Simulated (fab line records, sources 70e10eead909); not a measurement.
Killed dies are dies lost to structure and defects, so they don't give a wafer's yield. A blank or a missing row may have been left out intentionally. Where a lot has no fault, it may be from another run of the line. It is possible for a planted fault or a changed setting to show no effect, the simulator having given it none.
What tool caused it?    flow nand harc    7 lots with 21 wafers sampled at 4 steps, on a route of 1302 steps

== WHAT EACH GAUGE READ, for each wafer ==
NHARC_A_ONON_D2_THK_MEAS_18: measures by ellipsometry.
lot   measured      on             thk nm (nm)
L367  day 12 20:52  film metro-01  1008 1009 1009
L373  day 15 14:50  film metro-02  1568 1567 1567
L382  day 19 00:49  film metro-02  989 990 990
L384  day 20 05:59  film metro-02  998 999 998
L386  day 21 18:53  film metro-02  989 991 990
L388  day 21 19:14  film metro-01  1000 1002 1003
L389  day 22 19:10  film metro-02  1006 1004 1003

== WHAT TOOL EACH LOT RAN ON (gives the tool, then ch and the chambers of the sampled wafers, and finally the start) ==
lot   NHARC_A_DECK1_JOINT_CMP_13     NHARC_A_DECK1_JOINT_CMP_02     NHARC_A_ONON_D2_DEP_16
L367  cmp-03 ch 1,2,3, day 11 12:47  cmp-03 ch 0,1,2, day 12 09:49  pecvd onon-03 ch 0, day 12 20:28
L373  cmp-01 ch 1,2, day 13 21:46    cmp-01 ch 0,1, day 15 03:30    pecvd onon-03 ch 0, day 15 14:26
L382  cmp-01 ch 0,1,3, day 17 13:18  cmp-01 ch 0,2,3, day 18 13:14  pecvd onon-02 ch 0, day 19 00:22
L384  cmp-01 ch 1,2,3, day 18 18:40  cmp-03 ch 0,2, day 19 17:31    pecvd onon-03 ch 0, day 20 05:32
L386  cmp-04 ch 0,2, day 20 00:58    cmp-04 ch 0,2, day 21 06:26    pecvd onon-03 ch 0, day 21 18:23
L388  cmp-04 ch 0,3, day 20 13:02    cmp-04 ch 0,1, day 21 09:01    pecvd onon-03 ch 0, day 21 18:44
L389  cmp-04 ch 0,2,3, day 21 10:05  cmp-03 ch 0,2,3, day 22 08:11  pecvd onon-02 ch 0, day 22 18:43
- NHARC_A_DECK1_JOINT_CMP_13: polishes, target thk 51.023 nm.
- NHARC_A_DECK1_JOINT_CMP_02: polishes SiOx.
- NHARC_A_ONON_D2_DEP_16: target thk 1000 nm.

== THE ANSWER, worked out from the rows above alone ==
Rule: the lots themselves supply what counts as usual. The widest of any qualifying gaps counts: lots, ordered by their means at a reading, are off when they make up no more than a third of the lots, leave a main group of 4 or more, and stand apart from it by 3 or more times the standard deviation of that group's means. Not used: any main group whose means are identical at the precision the tables above print for the reading. Also off: a lot with no number at a reading for which 4 or more lots have one. All remaining lots with rows at the step are treated as sound.
Off: L373, at NHARC_A_ONON_D2_THK_MEAS_18 (thk nm). For the main group the mean is 999 nm and the standard deviation 7.
A tool fits if, at a process step before that reading, it ran every lot that is off, and no sound lot after the first of them. Those tools and the gauges at NHARC_A_ONON_D2_THK_MEAS_18 are tried in the same way. None of those tried fits.

== WHAT THE SIMULATOR PUT IN ==
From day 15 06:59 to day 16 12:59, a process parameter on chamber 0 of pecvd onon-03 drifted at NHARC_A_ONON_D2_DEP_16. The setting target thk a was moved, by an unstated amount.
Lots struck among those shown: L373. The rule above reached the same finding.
